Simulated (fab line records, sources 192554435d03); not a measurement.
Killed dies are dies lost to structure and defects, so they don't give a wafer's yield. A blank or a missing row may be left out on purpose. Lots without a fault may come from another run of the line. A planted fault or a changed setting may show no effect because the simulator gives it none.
Which tool did it? | flow n5_finfet | 12 lots, 36 wafers sampled, at 1 step of a route of 1938

WHAT THE GAUGES READ, wafer by wafer
N5_BEOL_M1_CD_MEAS_11: target cd 17.05 nm.
lot  | measured     | on        | cd_nm (nm)
L077 | day 6 21:21  | cd_sem-01 | 17.24 17.19 17.13
L076 | day 6 23:37  | cd_sem-01 | 17.15 16.88 16.39
L079 | day 7 04:44  | cd_sem-03 | 16.86 16.98 16.52
L081 | day 7 21:10  | cd_sem-01 | 17.03 17.11 16.87
L083 | day 8 13:32  | cd_sem-02 | 16.62 17.52 17.24
L086 | day 9 08:01  | cd_sem-03 | 17.03 16.43 16.76
L087 | day 9 15:19  | cd_sem-02 | 16.94 17.34 17.11
L090 | day 10 03:14 | cd_sem-03 | 17.29 17.54 17.30
L091 | day 10 12:56 | cd_sem-01 | 17.44 16.83 16.73
L093 | day 10 22:16 | cd_sem-01 | 17.00 16.99 17.18
L095 | day 11 06:27 | cd_sem-01 | 16.77 17.83 17.09
L097 | day 12 02:41 | cd_sem-03 | 16.80 17.24 17.50

WHICH TOOL RAN EACH LOT (tool, then ch and the chambers of the sampled wafers, then the start)
The record holds no process step before these readings.

THE ANSWER, worked out from the rows above alone
Rule: what is usual is taken from the lots themselves. Put in order of their means at a reading, lots are off if they are a third of the lots or fewer, leave a main group of 4 or more, and stand apart from it by a gap of 3 or more times the standard deviation of the main group's means; of several such gaps the widest counts. A main group whose means are all the same, to the digits that the tables above print for the reading, isn't used. A lot without any number at a reading at which 4 lots or more have one is off too. The other lots that the step has rows for count as sound.
No lot is off at any reading shown: from this, nothing can be told.

WHAT THE SIMULATOR HAD PUT IN
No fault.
